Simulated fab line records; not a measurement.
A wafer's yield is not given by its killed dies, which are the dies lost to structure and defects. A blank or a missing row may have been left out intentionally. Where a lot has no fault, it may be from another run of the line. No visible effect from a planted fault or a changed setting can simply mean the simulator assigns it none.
fab line records ; flow nand_harc
[record] lots = 5; wafers = 15; last_day = 30
route steps=1302 shown A_SGD_CUT@896 A_SLIT@922 END@1302
lots that met no fault: from a run of the same line without faults
start_h: the number of hours between the record's first day and the start of the first shown wafer of the lot ; wait_h: how many hours have passed since the lot's step before this one ; " repeats the value in the row above ; L1.1+2: one row covering several wafers at once ; - no value, or no start was given ; * or withheld: withheld ; < > ~ a bound
route shown NAME@n: NAME is a module with steps in the file, n the number in the route of the first one ; usual: mean/standard deviation taken from wafers without a fault ; same: alike in all rows ; chamber/n: place in a boat ; sites: readings site by site ; _std_site: the values' standard deviation ; _edge_site: outer sites' mean less inner sites' ; radius_mm: how far each site lies from the wafer's centre ; mask NAME#n: copy n ; behind: the tool/chamber that last shaped the wafer ; hold: what put the lot on hold/how long, in hours/how the hold closed ; device: the transistor (n, p or np) that didn't switch ; end of line: at the end of the route, the tests of the same wafers ; a step with no rows: only its recipe ; killed: dies that structure and defects cost at the first sort, which is not the same as the wafer's yield ; map: per-die view of a wafer (x killed, . not killed, _ where there is no die)
set.NAME: the setting the step ran with; set.NAME@STEP: the setting that earlier step ran with ; model.NAME: the simulator's own value behind a step, which no gauge read
a table for each step, a row for each wafer; lots at some steps of the route
services: from which hour (start_h, from the record's first day; less than 0 if before it) a tool's chamber was out of use, for how many hours, and why
[[steps]]
[step NHARC_A_SGD_CUT_SOFTBAKE_04]
[recipe] temp_c = 105; time_s = 55
[step NHARC_A_SGD_CUT_EBR_05]
[step NHARC_A_SGD_CUT_EXPOSE_06]
[recipe] na = 1.35; dose_mj = 85.59; mask_id = SGD
[step NHARC_A_SGD_CUT_PEB_07]
[recipe] peb_temp_c = 100; peb_time_s = 65
[step NHARC_A_SGD_CUT_DEVELOP_08]
[recipe] develop_time_s = 35; dev_temp_c = 23
[step NHARC_A_SGD_CUT_CD_MEAS_09]
[recipe] target_cd_nm = 100; landing_energy_ev = 500
[usual] cd_nm = 99.9/0.47
lot.wafer;tool;chamber;start_h;wait_h;cd_nm
L551.3;cd_sem-03;0;457.82;-;99.5
L551.4;cd_sem-03;0;457.82;-;100.1
L551.6;cd_sem-03;0;457.82;-;99.1
L559.2;cd_sem-01;0;548.53;-;100.4
L559.4;cd_sem-01;0;548.53;-;100.6
L559.5;cd_sem-01;0;548.53;-;100.4
L560.2;cd_sem-03;0;555.63;-;99.4
L560.4;cd_sem-03;0;555.63;-;100.2
L560.6;cd_sem-03;0;555.63;-;99.7
L562.2;cd_sem-01;0;583.28;-;100.3
L562.3;cd_sem-01;0;583.28;-;100.3
L562.4;cd_sem-01;0;583.28;-;100.1
L566.1;cd_sem-01;0;596.82;-;99.9
L566.5;cd_sem-01;0;596.82;-;99.7
L566.6;cd_sem-01;0;596.82;-;99.7
[step NHARC_A_SGD_CUT_OVL_MEAS_10]
[usual] overlay_x_nm = -0.1/0.95; overlay_y_nm = 0.1/0.64
lot.wafer;tool;chamber;start_h;wait_h;overlay_x_nm;overlay_y_nm
L551.3;overlay-02;-;457.91;-;0.0;0.8
L551.4;overlay-02;-;457.91;-;-0.2;0.3
L551.6;overlay-02;-;457.91;-;0.1;0.2
L559.2;overlay-02;-;548.62;-;0.0;-0.3
L559.4;overlay-02;-;548.62;-;0.0;-0.1
L559.5;overlay-02;-;548.62;-;-0.3;-0.2
L560.2;overlay-01;-;555.71;-;-0.4;-0.6
L560.4;overlay-01;-;555.71;-;-0.3;0.2
L560.6;overlay-01;-;555.71;-;-0.4;-0.3
L562.2;overlay-01;-;583.36;-;0.6;-1.0
L562.3;overlay-01;-;583.36;-;0.9;-0.5
L562.4;overlay-01;-;583.36;-;0.6;0.0
L566.1;overlay-01;-;596.91;-;0.9;0.9
L566.5;overlay-01;-;596.91;-;0.6;-0.3
L566.6;overlay-01;-;596.91;-;1.2;0.3
[step NHARC_A_SGD_CUT_INSPECT_11]
[usual] raw_defect_count = 53/29
lot.wafer;tool;chamber;start_h;wait_h;raw_defect_count
L551.3;defect_inspect-01;-;457.94;0.0;85
L551.4;defect_inspect-01;-;457.94;0.0;94
L551.6;defect_inspect-01;-;457.94;0.0;64
L559.2;defect_inspect-02;-;548.66;0.0;22
L559.4;defect_inspect-02;-;548.66;0.0;23
L559.5;defect_inspect-02;-;548.66;0.0;22
L560.2;defect_inspect-01;-;555.75;0.0;94
L560.4;defect_inspect-01;-;555.75;0.0;86
L560.6;defect_inspect-01;-;555.75;0.0;81
L562.2;defect_inspect-01;-;583.40;0.0;72
L562.3;defect_inspect-01;-;583.40;0.0;39
L562.4;defect_inspect-01;-;583.40;0.0;65
L566.1;defect_inspect-01;-;596.94;0.0;40
L566.5;defect_inspect-01;-;596.94;0.0;43
L566.6;defect_inspect-01;-;596.94;0.0;59
[step NHARC_A_SGD_CUT_DESCUM_14]
[recipe] time_s = 3; o2_flow_sccm = 200; ar_flow_sccm = 0; bias_power_w = 0; chemistry = O2
[step NHARC_A_SGD_CUT_ETCH_58]
[recipe] target_depth_a = 390; over_etch_frac = 0.3; time_s = 65; ion_energy_ev = 80; cf4_flow_sccm = 150; ar_flow_sccm = 0; rf_w = 300; bias_w = 100; chemistry = CF4
[usual] chamber_pressure_mTorr = 50.00/0.047; drypump_motor_current_A = 5.7/0.43; oes_product_au = 0.998/0.01; rf_vpp_V = 151.6/1.2; showerhead_plenum_p_Torr = 1.79/0.064; throttle_valve_pct = 13.284/0.0082
lot.wafer;tool;chamber;start_h;wait_h;chamber_pressure_mTorr;drypump_motor_current_A;oes_product_au;rf_hours_counter_h;rf_vpp_V;showerhead_plenum_p_Torr;throttle_valve_pct
L551.4;rie_diel-05;1;458.09;0.1;49.96;5.7;0.997;4;152.9;1.85;13.276
L551.3;rie_diel-05;0;458.09;0.1;49.97;5.2;0.994;4;150.7;1.79;13.288
L551.6;rie_diel-05;2;458.09;0.1;49.96;6.4;0.981;-;150.4;1.71;13.276
L559.2;rie_diel-01;0;548.84;0.1;50.07;5.1;1.002;9;150.8;1.77;13.293
L559.4;rie_diel-01;3;548.84;0.1;50.01;6.0;0.982;-;152.4;1.79;13.278
L559.5;rie_diel-01;0;548.84;0.1;50.06;5.1;1.007;-;151.5;1.77;13.282
L560.2;rie_diel-05;1;555.90;0.1;49.95;5.7;0.997;12;154.3;1.85;13.288
L560.4;rie_diel-05;2;555.90;0.1;49.96;6.3;0.976;12;151.5;1.71;13.298
L560.6;rie_diel-05;1;555.90;0.1;49.95;5.7;0.993;-;151.9;1.85;13.282
L562.3;rie_diel-01;2;583.58;0.1;50.03;5.6;0.990;0;153.5;1.84;13.293
L562.2;rie_diel-01;3;583.58;0.1;50.11;5.9;0.986;0;151.1;1.79;13.286
L562.4;rie_diel-01;0;583.58;0.1;50.00;5.2;0.996;0;152.9;1.77;13.303
L566.1;rie_diel-01;1;597.10;0.1;49.99;5.3;0.995;1;152.3;1.89;13.286
L566.5;rie_diel-01;0;597.10;0.1;49.93;5.1;0.999;-;150.5;1.77;13.286
L566.6;rie_diel-01;1;597.10;0.1;49.94;5.3;0.998;-;152.9;1.89;13.267
[step NHARC_A_SGD_CUT_ETCH_59]
[recipe] target_depth_a = 2600; over_etch_frac = 0.25; time_s = 406.25; ion_energy_ev = 200; n2_flow_sccm = 150; h2_flow_sccm = 150; ar_flow_sccm = 0; rf_w = 400; bias_w = 150; chemistry = N2/H2
[step NHARC_A_SGD_CUT_ETCH_15]
[recipe] target_depth_a = 750; time_s = 64.3; ch3f_flow_sccm = 50; o2_flow_sccm = 30; ar_flow_sccm = 200; rf_w = 500; bias_w = 100; chemistry = CH3F/O2
[step NHARC_A_SGD_CUT_ETCH_16]
[recipe] target_depth_a = 3105; time_s = 155.2; c4f8_flow_sccm = withheld; o2_flow_sccm = 8; ar_flow_sccm = withheld; rf_w = 600; bias_w = 800; chemistry = C4F8/O2/Ar
[usual] chamber_pressure_mTorr = 25.001/0.023; oes_product_au = 0.974/0.011; rf_vpp_V = 725/3.6
lot.wafer;tool;chamber;start_h;wait_h;chamber_pressure_mTorr;oes_product_au;rf_hours_counter_h;rf_vpp_V
L551.4;rie_diel-05;1;458.59;-;25.028;0.987;4;728
L551.3;rie_diel-05;2;458.59;-;24.993;0.971;4;720
L551.6;rie_diel-05;0;458.59;-;25.011;0.980;-;725
L559.2;rie_diel-01;0;549.42;-;25.035;0.975;10;724
L559.5;rie_diel-01;3;549.42;-;25.001;0.971;-;724
L559.4;rie_diel-01;0;549.42;-;25.017;0.986;-;723
L560.2;rie_diel-05;0;556.39;-;25.019;0.972;11;725
L560.4;rie_diel-05;1;556.39;-;25.017;0.970;12;728
L560.6;rie_diel-05;0;556.39;-;25.009;0.965;-;725
L562.3;rie_diel-01;3;584.06;-;24.963;0.969;1;725
L562.4;rie_diel-01;0;584.06;-;24.946;0.979;0;725
L562.2;rie_diel-01;1;584.06;-;24.979;0.980;0;730
L566.1;rie_diel-01;0;597.60;-;25.005;0.970;2;725
L566.6;rie_diel-01;2;597.60;-;25.052;0.969;-;728
L566.5;rie_diel-01;3;597.60;-;24.996;0.974;-;725
[step NHARC_A_SGD_CUT_STRIP_60]
[recipe] c4f8_flow_sccm = withheld; o2_flow_sccm = 8; ar_flow_sccm = withheld; bias_w = 0; chemistry = C4F8/O2/Ar
[step NHARC_A_SGD_CUT_STRIP_17]
[recipe] o2_flow_sccm = 500; ar_flow_sccm = 0; bias_w = 0; chemistry = O2
[usual] chamber_pressure_mTorr = 60.00/0.054; drypump_motor_current_A = 5.7/0.44; oes_product_au = 0.998/0.0092; rf_vpp_V = 57.9/0.88; showerhead_plenum_p_Torr = 3.57/0.12; throttle_valve_pct = 17.037/0.0097
lot.wafer;tool;chamber;start_h;wait_h;chamber_pressure_mTorr;drypump_motor_current_A;oes_product_au;rf_hours_counter_h;rf_vpp_V;showerhead_plenum_p_Torr;throttle_valve_pct
L551.4;rie_diel-05;2;-;-;59.99;6.4;0.987;4;57.5;3.41;17.039
L551.3;rie_diel-05;3;-;-;59.96;6.0;1.010;4;58.5;3.65;17.055
L551.6;rie_diel-05;2;-;-;60.00;6.3;0.992;-;56.2;3.41;17.042
L559.2;rie_diel-01;3;-;-;60.00;6.0;0.984;11;57.7;3.57;17.050
L559.5;rie_diel-01;3;-;-;59.98;5.9;0.995;-;57.2;3.57;17.043
L559.4;rie_diel-01;0;-;-;60.07;5.1;1.005;-;58.3;3.53;17.047
L560.2;rie_diel-05;1;-;-;59.96;5.7;0.993;12;57.3;3.69;17.027
L560.6;rie_diel-05;0;-;-;60.02;5.2;1.005;-;56.7;3.56;17.046
L560.4;rie_diel-05;2;-;-;59.99;6.4;0.986;-;57.7;3.40;17.045
L562.2;rie_diel-01;3;-;-;59.95;6.0;0.996;1;56.4;3.57;17.024
L562.3;rie_diel-01;1;-;-;59.99;5.3;0.999;1;57.6;3.77;17.047
L562.4;rie_diel-01;2;-;-;59.94;5.7;0.993;1;58.0;3.68;17.030
L566.1;rie_diel-01;3;-;-;60.00;5.9;0.994;2;59.2;3.56;17.041
L566.6;rie_diel-01;0;-;-;59.94;5.1;0.998;-;58.3;3.53;17.028
L566.5;rie_diel-01;1;-;-;60.00;5.3;1.003;-;58.9;3.77;17.016
[step NHARC_A_SGD_CUT_PRECLEAN_18]
[recipe] time_s = *; temp_c = 50; bath_age_min = 0; chemistry = SC1
[step NHARC_A_SGD_CUT_SRD_19]
[step NHARC_A_SGD_CUT_DEP_20]
[recipe] target_thk_a = 1500; temp_c = 65; material = SiO2
[step NHARC_A_SGD_CUT_ANNEAL_27]
[recipe] temp_c = 450; time_s = 1800
[step NHARC_A_SGD_CUT_CMP_21]
[recipe] target_thk_nm = 148.19
[step NHARC_A_SGD_CUT_THK_MEAS_22]
[recipe] thk_meas_gauge = ellipsometry
[usual] thk_nm = 148.6/1.4
lot.wafer;tool;chamber;start_h;wait_h;thk_nm
L551.3;film_metro-01;-;463.81;0.2;147.5
L551.4;film_metro-01;-;463.81;0.2;146.1
L551.6;film_metro-01;-;463.81;0.2;148.7
L559.2;film_metro-02;-;554.88;0.2;147.3
L559.4;film_metro-02;-;554.88;0.2;151.1
L559.5;film_metro-02;-;554.88;0.2;149.4
L560.2;film_metro-01;-;563.30;0.2;149.8
L560.4;film_metro-01;-;563.30;0.2;149.0
L560.6;film_metro-01;-;563.30;0.2;147.9
L562.2;film_metro-02;-;589.57;0.2;151.0
L562.3;film_metro-02;-;589.57;0.2;149.1
L562.4;film_metro-02;-;589.57;0.2;148.8
L566.1;film_metro-02;-;603.41;0.2;150.5
L566.5;film_metro-02;-;603.41;0.2;144.2
L566.6;film_metro-02;-;603.41;0.2;147.4
[step NHARC_A_SGD_CUT_SRD_23]
[step NHARC_A_SGD_CUT_ETCH_26]
[recipe] target_depth_a = 458; chemistry = dHF; material = SiO2
[step NHARC_A_SGD_CUT_ETCHBACK_24]
[recipe] target_depth_a = 500; over_etch_frac = 0.3; time_s = 92.857; ion_energy_ev = 120; ch3f_flow_sccm = 50; o2_flow_sccm = 30; ar_flow_sccm = 200; rf_w = 500; bias_w = 100; chemistry = CH3F/O2
[step NHARC_A_SGD_CUT_STRIP_28]
[recipe] time_s = 20; o2_flow_sccm = 500; ar_flow_sccm = 0; bias_w = 0; chemistry = O2
[step NHARC_A_SLIT_DEP_25]
[recipe] target_thk_a = 2000; temp_c = 400; pressure_torr = 6.5; rf_w = 900; teos_flow_sccm = 161.4; flow_sccm = 2650; target_thk_nm = 200; gas = O2; material = SiO2
[usual] heater_power_w = 527/79; showerhead_vpp_V = 1815/71; throttle_valve_pct = 15.9/0.4
lot.wafer;tool;chamber;start_h;wait_h;heater_power_w;showerhead_vpp_V;throttle_valve_pct
L551.3;pecvd-04;0;464.47;0.1;506;1711;15.8
L551.6;pecvd-04;0;464.47;0.1;523;1708;15.9
L551.4;pecvd-04;1;464.47;0.1;392;1891;15.8
L559.2;pecvd-02;2;555.49;0.1;550;1839;15.9
L559.5;pecvd-02;0;555.49;0.1;533;1848;15.1
L559.4;pecvd-02;2;555.49;0.1;548;1835;15.7
L560.2;pecvd-02;2;564.15;0.1;529;1837;16.0
L560.4;pecvd-02;1;564.15;0.1;562;1763;16.3
L560.6;pecvd-02;2;564.15;0.1;548;1847;16.0
L562.3;pecvd-04;1;590.41;0.3;390;1903;16.0
L562.2;pecvd-04;2;590.41;0.3;469;1891;15.6
L562.4;pecvd-04;1;590.41;0.3;398;1877;16.1
L566.1;pecvd-02;2;603.98;0.1;490;1839;15.8
L566.6;pecvd-02;1;603.98;0.1;673;1730;15.8
L566.5;pecvd-02;0;603.98;0.1;582;1856;15.0
[step NHARC_A_SLIT_DEP_00]
[recipe] target_thk_a = 62000; temp_c = 400; material = aC
[step NHARC_A_SLIT_DEP_23]
[recipe] target_thk_a = 1000; target_thk_nm = 100; temp_c = 400; pressure_torr = 3.5; flow_sccm = 200; rf_w = 350; material = SiON
[usual] heater_power_w = 715/83; showerhead_vpp_V = 1132/45
lot.wafer;tool;chamber;start_h;wait_h;heater_power_w;showerhead_vpp_V
L551.3;pecvd-04;1;468.85;2.2;656;1179
L551.4;pecvd-04;0;468.85;2.2;806;1054
L551.6;pecvd-04;1;468.85;2.2;641;1173
L559.2;pecvd-04;1;563.39;2.5;607;1189
L559.5;pecvd-04;1;563.39;2.5;611;1175
L559.4;pecvd-04;0;563.39;2.5;801;1058
L560.2;pecvd-03;2;568.48;2.6;714;1098
L560.4;pecvd-03;1;568.48;2.6;757;1169
L560.6;pecvd-03;2;568.48;2.6;728;1109
L562.2;pecvd-03;2;598.53;2.5;670;1112
L562.3;pecvd-03;1;598.53;2.5;844;1167
L562.4;pecvd-03;0;598.53;2.5;725;1114
L566.1;pecvd-02;0;608.14;3.2;763;1137
L566.5;pecvd-02;1;608.14;3.2;917;1090
L566.6;pecvd-02;0;608.14;3.2;770;1157
[step NHARC_A_SLIT_DEHYDRATE_01]
[recipe] temp_c = 150; time_s = 120
[step NHARC_A_SLIT_HMDS_02]
[recipe] time_s = 30
[step NHARC_A_SLIT_COAT_03]
[recipe] spin_rpm = 1500; resist_thk_nm = 90
[step NHARC_A_SLIT_SOFTBAKE_04]
[recipe] temp_c = 105; time_s = 55
[step NHARC_A_SLIT_EBR_05]
[step NHARC_A_SLIT_EXPOSE_06]
[recipe] na = 1.35; dose_mj = 60.82; mask_id = SLIT
[step NHARC_A_SLIT_PEB_07]
[recipe] peb_temp_c = 100; peb_time_s = 65
[step NHARC_A_SLIT_DEVELOP_08]
[recipe] develop_time_s = 35; dev_temp_c = 23
[step NHARC_A_SLIT_CD_MEAS_09]
[recipe] target_cd_nm = 300; landing_energy_ev = 500
[usual] cd_nm = 299.9/0.4
lot.wafer;tool;chamber;start_h;wait_h;cd_nm
L551.3;cd_sem-03;0;469.65;-;300.0
L551.4;cd_sem-03;0;469.65;-;299.1
L551.6;cd_sem-03;0;469.65;-;300.0
L559.2;cd_sem-01;0;564.07;-;300.5
L559.4;cd_sem-01;0;564.07;-;299.9
L559.5;cd_sem-01;0;564.07;-;299.1
L560.2;cd_sem-03;0;569.10;-;300.0
L560.4;cd_sem-03;0;569.10;-;299.7
L560.6;cd_sem-03;0;569.10;-;299.9
L562.2;cd_sem-01;0;599.21;-;299.3
L562.3;cd_sem-01;0;599.21;-;299.7
L562.4;cd_sem-01;0;599.21;-;299.3
L566.1;cd_sem-01;0;608.75;-;300.0
L566.5;cd_sem-01;0;608.75;-;299.9
L566.6;cd_sem-01;0;608.75;-;299.8
[step NHARC_A_SLIT_OVL_MEAS_10]
[usual] overlay_x_nm = 0.0/0.96; overlay_y_nm = -0.1/0.91
lot.wafer;tool;chamber;start_h;wait_h;overlay_x_nm;overlay_y_nm
L551.3;overlay-01;-;469.74;-;-0.9;-1.9
L551.4;overlay-01;-;469.74;-;-0.6;-2.1
L551.6;overlay-01;-;469.74;-;-0.8;-1.8
L559.2;overlay-02;-;564.16;-;1.0;0.4
L559.4;overlay-02;-;564.16;-;0.8;0.0
L559.5;overlay-02;-;564.16;-;0.9;0.6
L560.2;overlay-02;-;569.19;-;-0.4;1.4
L560.4;overlay-02;-;569.19;-;-0.2;0.7
L560.6;overlay-02;-;569.19;-;-0.5;1.1
L562.2;overlay-01;-;599.30;-;0.7;-1.1
L562.3;overlay-01;-;599.30;-;0.4;-0.5
L562.4;overlay-01;-;599.30;-;0.2;0.0
L566.1;overlay-01;-;608.84;-;-1.2;1.3
L566.5;overlay-01;-;608.84;-;-0.2;0.8
L566.6;overlay-01;-;608.84;-;-0.9;0.5
[step NHARC_A_SLIT_DESCUM_14]
[recipe] time_s = 3; o2_flow_sccm = 200; ar_flow_sccm = 0; bias_power_w = 0; chemistry = O2
[step NHARC_A_SLIT_ETCH_24]
[recipe] target_depth_a = 1210; time_s = 60.5; cf4_flow_sccm = 100; chf3_flow_sccm = 30; ar_flow_sccm = 0; rf_w = 500; bias_w = 200; chemistry = CF4/CHF3
[usual] chamber_pressure_mTorr = 25.002/0.024; drypump_motor_current_A = 5.9/0.46; oes_product_au = 0.958/0.018; rf_vpp_V = 371.3/1.8; showerhead_plenum_p_Torr = 1.60/0.049; throttle_valve_pct = 16.803/0.0089
lot.wafer;tool;chamber;start_h;wait_h;chamber_pressure_mTorr;drypump_motor_current_A;oes_product_au;rf_hours_counter_h;rf_vpp_V;showerhead_plenum_p_Torr;throttle_valve_pct
L551.3;rie_diel-02;3;469.93;0.1;25.022;6.2;0.989;3.7;370.4;1.59;16.797
L551.4;rie_diel-02;1;469.93;0.1;25.015;6.1;0.964;4.2;370.7;1.58;16.798
L551.6;rie_diel-02;3;469.93;0.1;24.992;6.1;0.987;-;371.1;1.59;16.783
L559.4;rie_diel-11;0;564.34;0.1;24.979;5.7;0.917;6.4;367.0;1.51;16.805
L559.2;rie_diel-11;1;564.34;0.1;25.052;5.1;0.910;7.0;371.7;1.61;16.802
L559.5;rie_diel-11;0;564.34;0.1;25.029;5.7;0.922;-;368.8;1.51;16.801
L560.2;rie_diel-02;1;569.37;0.1;25.006;6.1;0.919;10.1;370.5;1.58;16.810
L560.4;rie_diel-02;2;569.37;0.1;24.979;6.1;0.937;10.7;372.2;1.64;16.817
L560.6;rie_diel-02;1;569.37;0.1;25.047;6.1;0.922;-;371.9;1.58;16.801
L562.2;rie_diel-04;2;599.48;0.1;25.009;6.5;0.940;2.9;371.1;1.57;16.804
L562.3;rie_diel-04;0;599.48;0.1;25.004;6.1;0.957;2.7;373.8;1.66;16.804
L562.4;rie_diel-04;1;599.48;0.1;25.000;4.9;0.958;3.0;369.9;1.54;16.801
L566.1;rie_diel-04;2;609.03;0.1;25.013;6.5;0.964;3.6;370.5;1.57;16.804
L566.5;rie_diel-04;1;609.03;0.1;24.978;5.0;0.961;-;369.6;1.54;16.794
L566.6;rie_diel-04;2;609.03;0.1;25.014;6.5;0.966;-;370.5;1.57;16.806
[step NHARC_END_SORT_01]
[recipe] temp_c = 25
[usual] killed_at_array = 55/22; killed_at_other = 1.1/1.4; killed_at_periphery = 4/3.2; killed_dies = 59/22; killed_open = 3.3/1.8; killed_short = 2.5/1.5
[same] gross_dies = 677
lot.wafer;tool;chamber;start_h;wait_h;killed_at_array;killed_at_other;killed_at_periphery;killed_dies;killed_open;killed_short
L559.2;prober-01;0;680.20;2.8;25;0;6;31;4;1
L559.4;prober-01;0;681.80;3.4;29;2;9;40;7;1
L559.5;prober-01;0;682.61;3.7;33;0;6;39;5;4
L560.2;prober-02;0;690.73;2.8;90;1;6;97;4;4
L560.4;prober-02;0;692.34;3.4;97;0;2;99;4;5
L560.6;prober-02;0;693.95;4.0;81;0;0;81;1;1
L566.1;prober-02;0;720.60;2.5;115;1;11;127;2;4
// killed by level:class
L559.2 A_CHANNEL_HOLE_D1:chamber_film_flake=7 A_CONTACT:chamber_film_flake=7 A_STAIRCASE:chamber_film_flake=3 P_BONDPAD:chamber_film_flake=2 A_DECK1_JOINT:chamber_film_flake=2 P_CONTACT:geometric_particle:open=1 P_CONTACT:geometric_particle:short=1 P_M1:geometric_particle:open=1
L559.4 A_CHANNEL_HOLE_D1:chamber_film_flake=9 P_BONDPAD:chamber_film_flake=5 A_SLIT:chamber_film_flake=4 A_STAIRCASE:chamber_film_flake=4 A_CONTACT:chamber_film_flake=4 P_GATE:geometric_particle:open=2 A_WL_FILL:geometric_particle:open=2 A_CHANNEL_HOLE_D2:chamber_film_flake=2
L559.5 A_CHANNEL_HOLE_D1:chamber_film_flake=11 A_CONTACT:chamber_film_flake=5 P_BONDPAD:chamber_film_flake=4 A_CHANNEL_FILL_D2:chamber_film_flake=4 A_STAIRCASE:chamber_film_flake=3 A_CHANNEL_FILL_D2:geometric_particle:short=2 P_GATE:geometric_particle:open=1 A_CHANNEL_FILL_D1:geometric_particle:short=1
L560.2 A_SLIT:chamber_film_flake=34 A_CHANNEL_HOLE_D2:chamber_film_flake=21 A_CHANNEL_HOLE_D1:chamber_film_flake=14 A_STAIRCASE:chamber_film_flake=6 A_WL_FILL:chamber_film_flake=4 P_ZERO_WELL:chamber_film_flake=2 A_CONTACT:chamber_film_flake=2 P_GATE:geometric_particle:open=1
L560.4 A_SLIT:chamber_film_flake=40 A_CHANNEL_HOLE_D2:chamber_film_flake=22 A_CHANNEL_HOLE_D1:chamber_film_flake=11 A_CONTACT:chamber_film_flake=6 A_M1:chamber_film_flake=5 A_CHANNEL_FILL_D2:geometric_particle:open=3 A_DECK1_JOINT:geometric_particle:short=2 A_STAIRCASE:chamber_film_flake=2
L560.6 A_CHANNEL_HOLE_D1:chamber_film_flake=26 A_SLIT:chamber_film_flake=19 A_CHANNEL_HOLE_D2:chamber_film_flake=17 A_WL_FILL:chamber_film_flake=8 A_M1:chamber_film_flake=3 A_STAIRCASE:chamber_film_flake=2 A_CONTACT:chamber_film_flake=2 A_ONON_D1:geometric_particle:open=1
L566.1 A_SGD_CUT:unspecified=91 A_CHANNEL_HOLE_D1:chamber_film_flake=11 P_GATE:chamber_film_flake=7 A_CONTACT:chamber_film_flake=5 A_SLIT:chamber_film_flake=3 P_CONTACT:chamber_film_flake=2 P_CONTACT:geometric_particle:open=1 A_CHANNEL_FILL_D1:geometric_particle:short=1
// map L566.1 (x killed, . not)
____________.____________
_________......._________
_______..........._______
______.............______
_____..............._____
____..x.x............____
____....xx..x....x...____
___..x.xx..x..........___
___xx..xx............x___
__....x.xxx.x..........__
__....xxxxx............__
_.....xxxx.............x_
_....xxxxxx............x_
_...xxxxxxx.x..........._
_...xxxxxxxxx..........._
_..xxxxxxxxxx..........._
x..xxxxxxxxxx............
....xxxxxxxx..x..........
...xxxxxxxxxx............
...xxxxxxxxx.............
....xxxxxxxx.............
_....xxxxxxx............_
_....x.x.x.............._
_.......x..............._
_....................x.._
_......................._
__.....................__
__.....................__
___...................___
___....x............x.___
____...............x.____
____.................____
_____..............x_____
______.............______
_______..........._______
_________......._________
____________.____________
// map L559.4 (x killed, . not)
____________.____________
_________.x....x_________
_______..........._______
______.....x.......______
_____........x..x..._____
____.................____
____.............x..x____
___...................___
___...x.x...........xx___
__.......x...........x.__
__....x...............x__
_......................._
_......................x_
_......................x_
_.............x........._
_.....................x._
.........................
.........................
.........................
.........................
.........................
_.................x....._
_...x........x.........._
_.............x....x...._
_.........x......x.....x_
_..................x...._
__..................xx.__
__x...............x....__
___................xxx___
___...............xx.x___
____.................____
____...............x.____
_____..........x...._____
______.............______
_______..........._______
_________......._________
____________.____________
[[services]]
tool;chamber;start_h;hours;kind
rie_diel-01;0;438.80;-;clean
rie_diel-01;1;438.80;-;clean
rie_diel-01;2;438.80;-;clean
rie_diel-01;3;438.80;-;clean
pecvd-04;-;450.17;13.0;pm
rie_diel-02;3;460.90;2.2;repair
rie_diel-01;0;463.30;-;clean
rie_diel-01;1;463.30;-;clean
rie_diel-01;2;463.30;-;clean
rie_diel-01;3;463.30;-;clean
rie_diel-02;3;476.12;15.2;repair
pecvd-04;-;530.24;1.7;repair
rie_diel-04;-;531.90;9.0;pm
rie_diel-01;1;546.57;4.1;repair
pecvd-03;-;547.20;13.0;pm
rie_diel-05;3;556.48;12.2;repair
rie_diel-01;-;557.80;9.0;pm
pecvd-02;0;562.56;5.1;repair
rie_diel-02;-;570.70;9.0;pm
rie_diel-04;0;571.88;9.3;repair
rie_diel-05;-;583.79;9.0;pm
pecvd-02;-;589.00;13.0;pm
rie_diel-05;2;602.87;7.9;repair
rie_diel-11;3;608.05;9.4;repair
[[key]]
[first_sign] step = NHARC_END_SORT_01; reading = killed_dies; direction = up; sigmas = 3.1; usual = 59; struck = 127
[effect] step = NHARC_END_SORT_01; reading = killed_at_array; direction = up; sigmas = 2.7; usual = 55; struck = 115
[more_kills_born_at] NHARC_A_SGD_CUT_ETCH_16@rie_diel-01 = 91
met_at NHARC_A_SGD_CUT_ETCH_16
struck_wafers L566.1
tester_left_out L566
onset_between 584.06 597.60
[fault] kind = chamber_particle_source; tool = rie_diel-01; chamber = 0; onset_h = 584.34; steps = NHARC_A_SGD_CUT_ETCH_16; rate_per_visit_cm2 = 1.1003; end_h = 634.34
// tester_left_out: of these lots the tester's yield and bins aren't shown, on N5 and GAA mostly nor the transistor test; their killed dies are dies lost to structure and defects alone, not to doping, threshold or leakage, so they don't give the yield
